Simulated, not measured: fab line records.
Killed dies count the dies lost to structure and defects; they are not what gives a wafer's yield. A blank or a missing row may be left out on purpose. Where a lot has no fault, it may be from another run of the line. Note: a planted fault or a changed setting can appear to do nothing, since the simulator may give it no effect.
Which tool did it?    flow nand-harc    11 lots with 33 wafers sampled at 5 steps, on a route of 1159 steps

== WHAT EACH GAUGE READ, for each wafer ==
NHARC_END_SORT_01. Usual: defect-limited-yield 96.2 %, standard deviation 1.3; killed-at-array 21, standard deviation 8.9; killed-at-other 0.8, standard deviation 1.3; killed-at-periphery 3.6, standard deviation 2.4; killed-dies 26, standard deviation 8.9; killed-open 3.1, standard deviation 1.8; killed-short 1.9, standard deviation 1.3; sort_bin_2_pct 1.2 %, standard deviation 0.54; sort_bin_3_pct 0.21 %, standard deviation 0.17; sort_bin_4_pct 2.4 %, standard deviation 0.91; sort-n-pass 651, standard deviation 8.9; sort-rim-yield-pct 95.0 %, standard deviation 2.8; sort-yield-pct 96.2 %, standard deviation 1.3.
lot   measured      on         defect-limited-yield (%)  killed-at-array  killed-at-other  killed-at-periphery  killed-dies  killed-open  killed-short  sort_bin_2_pct (%)  sort_bin_3_pct (%)  sort_bin_4_pct (%)  sort-n-pass  sort-rim-yield-pct (%)  sort-yield-pct (%)  flag
L221  day 19 14:56  prober-02  96.8 96.6 97.5            17 18 16         1 2 0            4 3 1                22 23 17     4 5 2        0 3 0         1.2 1.0 0.9         0.30 0.15 0.15      1.8 2.2 1.5         655 654 660  94.3 97.2 94.3          96.8 96.6 97.5      
L227  day 21 05:49  prober-02  91.4 93.2 93.8            47 37 35         1 0 1            10 9 6               58 46 42     11 3 4       5 3 0         3.8 2.1 1.3         0.30 0.30 0         4.4 4.4 4.9         619 631 635  86.8 88.7 91.5          91.4 93.2 93.8      
L232  day 22 19:32  prober-01  94.2 92.9 95.9            30 40 28         2 0 0            7 8 0                39 48 28     4 5 4        1 2 0         1.2 2.5 1.5         0.15 0.30 0.30      4.4 4.3 2.4         638 629 649  96.2 92.5 93.4          94.2 92.9 95.9      
L238  day 24 07:35  prober-02  96.8 95.4 96.3            19 25 24         0 1 0            3 5 1                22 31 25     4 4 5        1 1 1         0.9 0.9 0.6         0.44 0 0.15         1.9 3.7 3.0         655 646 652  90.6 84.9 90.6          96.8 95.4 96.3      

== WHAT TOOL EACH LOT RAN ON (gives the tool, then ch and the chambers of the sampled wafers, and finally the start) ==
lot   NHARC_P_M2_STRIP_18                 NHARC_P_M2_ETCH_28                             NHARC_P_M2_PRE_CLEAN_30                  NHARC_P_BONDPAD_SOFTBAKE_04
L220  rie-diel-03 ch 0,1,2, day 6 18:44   rie-diel-03 ch 0,3, day 6 22:00 or earlier     pvd-sputter-01, day 6 22:00 or earlier   litho-track-07 ch 0, day 6 22:00
L221  rie-diel-07 ch 1,2, day 6 22:34     rie-diel-07 ch 1,2,3, day 7 02:00 or earlier   pvd-sputter-01, day 7 02:00 or earlier   litho-track-02 ch 0, day 7 02:00
L222  rie-diel-11 ch 0,1,3, day 7 04:23   rie-diel-11 ch 2,3, day 7 05:01 or earlier     pvd-sputter-01, day 7 05:01              litho-track-05 ch 0, day 7 07:00
L223  rie-diel-11 ch 1,2, day 7 07:30     rie-diel-11 ch 1,2,3, day 7 11:00 or earlier   pvd-sputter-03, day 7 11:00 or earlier   litho-track-02 ch 0, day 7 11:00
L225  rie-diel-07 ch 0,1,2, day 7 10:03   rie-diel-07 ch 0,2,3, day 7 13:00 or earlier   pvd-sputter-01, day 7 13:00 or earlier   litho-track-07 ch 0, day 7 13:00
L226  rie-diel-11 ch 0,2,3, day 7 22:30   rie-diel-11 ch 1,2,3, day 8 02:00 or earlier   pvd-sputter-02, day 8 02:00 or earlier   litho-track-05 ch 0, day 8 02:00
L227  rie-diel-11 ch 2,3, day 8 00:34     rie-diel-11 ch 0,1,3, day 8 04:00 or earlier   pvd-sputter-01, day 8 04:00 or earlier   litho-track-02 ch 0, day 8 04:00
L232  rie-diel-11 ch 1,2,3, day 9 13:19   rie-diel-11 ch 0,2,3, day 9 16:00 or earlier   pvd-sputter-01, day 9 16:00 or earlier   litho-track-05 ch 0, day 9 16:00
L231  rie-diel-11 ch 1,2,3, day 9 13:45   rie-diel-11 ch 0,1,2, day 9 17:00 or earlier   pvd-sputter-03, day 9 17:00 or earlier   litho-track-05 ch 0, day 9 17:00
L239  rie-diel-11 ch 0,1, day 10 23:40    rie-diel-11 ch 0,1,2, day 11 03:00 or earlier  pvd-sputter-02, day 11 03:00 or earlier  litho-track-07 ch 0, day 11 03:00
L238  rie-diel-11 ch 0,1,3, day 11 00:31  rie-diel-11 ch 0,1,2, day 11 04:00 or earlier  pvd-sputter-02, day 11 04:00 or earlier  litho-track-07 ch 0, day 11 04:00
- NHARC_P_M2_STRIP_18: strips in N2/H2.
- NHARC_P_M2_ETCH_28: etches the open film in CF4/N2, target depth 30 nm, time 72.99 s.
- NHARC_P_M2_PRE_CLEAN_30: time 30 s.
- NHARC_P_BONDPAD_SOFTBAKE_04: time 70 s.

== WHAT THE TOOLS THEMSELVES READ (means of the sampled wafers that have a number; where no wafer has one, the mark that the record gives instead) ==
NHARC_P_M2_STRIP_18. Usual: drypump-motor-current-A 5.37 A, standard deviation 0.3; oes-product-au 1.000 a.u., standard deviation 0.012; rf-vpp-V 91.0 V, standard deviation 0.95; showerhead-plenum-p-Torr 2.08 Torr, standard deviation 0.1; throttle-valve-pct 14.172 %, standard deviation 0.0084.
lot   tool         drypump-motor-current-A (A)  oes-product-au (a.u.)  rf-vpp-V (V)  showerhead-plenum-p-Torr (Torr)  throttle-valve-pct (%)  flag
L220  rie-diel-03  5.51                         1.003                  91.3          2.09                             14.173                  
L221  rie-diel-07  5.47                         0.995                  90.8          2.13                             14.178                  
L222  rie-diel-11  5.28                         1.011                  90.8          2.11                             14.175                  
L223  rie-diel-11  5.57                         1.012                  91.7          2.10                             14.172                  
L225  rie-diel-07  5.35                         0.993                  90.1          2.13                             14.172                  
L226  rie-diel-11  5.26                         1.017                  91.3          2.01                             14.165                  
L227  rie-diel-11  5.20                         1.006                  89.5          1.96                             14.179                  
L232  rie-diel-11  5.38                         0.988                  90.9          2.03                             14.165                  
L231  rie-diel-11  5.38                         0.993                  90.7          2.03                             14.167                  
L239  rie-diel-11  5.46                         0.993                  91.4          2.17                             14.175                  
L238  rie-diel-11  5.28                         0.995                  91.8          2.10                             14.172                  

NHARC_P_M2_ETCH_28. Usual: cf4-flow-sccm 50.00 sccm, standard deviation 0.15; drypump-motor-current-A 5.38 A, standard deviation 0.28; oes-product-au 0.999 a.u., standard deviation 0.011; rf-vpp-V 314.7 V, standard deviation 2.3; showerhead-plenum-p-Torr 2.66 Torr, standard deviation 0.13; throttle-valve-pct 19.794 %, standard deviation 0.0089.
lot   tool         cf4-flow-sccm (sccm)  drypump-motor-current-A (A)  oes-product-au (a.u.)  rf-vpp-V (V)  showerhead-plenum-p-Torr (Torr)  throttle-valve-pct (%)  flag
L220  rie-diel-03  49.88                 5.52                         0.992                  313.3         2.56                             19.800                  
L221  rie-diel-07  49.94                 5.52                         0.999                  316.9         2.76                             19.786                  
L222  rie-diel-11  50.10                 5.19                         1.001                  312.2         2.53                             19.796                  
L223  rie-diel-11  50.08                 5.38                         0.996                  313.1         2.61                             19.787                  
L225  rie-diel-07  50.06                 5.36                         1.001                  316.0         2.73                             19.793                  
L226  rie-diel-11  49.99                 5.39                         1.006                  313.5         2.61                             19.791                  
L227  rie-diel-11  50.22                 5.28                         1.003                  316.0         2.70                             19.799                  
L232  rie-diel-11  49.96                 5.26                         1.002                  313.3         2.59                             19.797                  
L231  rie-diel-11  49.87                 5.45                         0.997                  315.1         2.67                             19.789                  
L239  rie-diel-11  49.86                 5.46                         1.001                  315.3         2.67                             19.793                  
L238  rie-diel-11  49.91                 5.44                         0.998                  314.6         2.67                             19.796                  

NHARC_P_M2_PRE_CLEAN_30. Usual: heater-power-w reads 402 W (standard deviation 45).
lot   tool            heater-power-w (W)  flag
L220  pvd-sputter-01  382                 
L221  pvd-sputter-01  380                 
L222  pvd-sputter-01  388                 
L223  pvd-sputter-03  385                 
L225  pvd-sputter-01  369                 
L226  pvd-sputter-02  424                 
L227  pvd-sputter-01  417                 
L232  pvd-sputter-01  402                 
L231  pvd-sputter-03  387                 
L239  pvd-sputter-02  439                 
L238  pvd-sputter-02  432                 

NHARC_P_BONDPAD_SOFTBAKE_04. Usual: heater-power-total-W 201.0 W, standard deviation 1.3; plate-temp-C 125.04 C, standard deviation 0.11; resist-line-temp-C 22.98 C, standard deviation 0.11.
lot   tool            heater-power-total-W (W)  plate-temp-C (C)  resist-line-temp-C (C)  flag
L220  litho-track-07  201.3                     124.92            22.90                   
L221  litho-track-02  201.3                     125.18            23.04                   
L222  litho-track-05  202.0                     125.01            22.87                   
L223  litho-track-02  199.4                     124.97            22.91                   
L225  litho-track-07  199.2                     125.11            23.01                   
L226  litho-track-05  201.6                     124.97            23.00                   
L227  litho-track-02  200.8                     124.97            22.99                   
L232  litho-track-05  214.5                     131.85            23.07                   OFF
L231  litho-track-05  214.9                     131.98            22.94                   OFF
L239  litho-track-07  200.8                     125.12            22.91                   
L238  litho-track-07  200.8                     125.00            22.99                   

== THE ANSWER, worked out from the rows above alone ==
Rule: lot off if the mean of its wafers having a number is beyond 3 standard deviations from the usual mean. Also off: a lot with no number at a reading for which 4 or more lots have one. Where the step has rows for the other lots, those lots are counted as sound. The gauges are gone through in route order, then the tools' own readings, and for those a lot's mean is taken as printed above. The first step at which some lot is off is used, and at that step the reading that is off furthest; a lot without a number counts as furthest.
Off, at NHARC_P_BONDPAD_SOFTBAKE_04 on plate-temp-C: L232, L231.
A tool fits if, at that step or a process step before it, it ran every lot that is off, and no sound lot after the first of them. NHARC_P_M2_ETCH_28 gives no start for some lots, so the hours and the order of its lots are those of NHARC_P_BONDPAD_SOFTBAKE_04. NHARC_P_M2_PRE_CLEAN_30 gives no start for some lots, so the hours and the order of its lots are those of NHARC_P_BONDPAD_SOFTBAKE_04. One fits: NHARC_P_BONDPAD_SOFTBAKE_04 on litho-track-05. Its last sound lot is L226 (day 8 02:00), its first lot that is off L232 (day 9 16:00): a fault that began between those two fits.
The tool's own readings at NHARC_P_BONDPAD_SOFTBAKE_04 bear it out: on the lots that are off they differ by more than 5 times the standard deviation of the sound lots' means. heater-power-total-W reads 214.7 W there against 200.8 W on the sound lots; plate-temp-C reads 131.91 C there against 125.03 C on the sound lots.

== WHAT HAD BEEN PUT IN BY THE SIMULATOR ==
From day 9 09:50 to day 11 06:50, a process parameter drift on litho-track-05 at NHARC_P_BONDPAD_SOFTBAKE_04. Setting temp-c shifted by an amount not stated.
Shown lots that were struck: L232, L231. Same finding as the rule above.
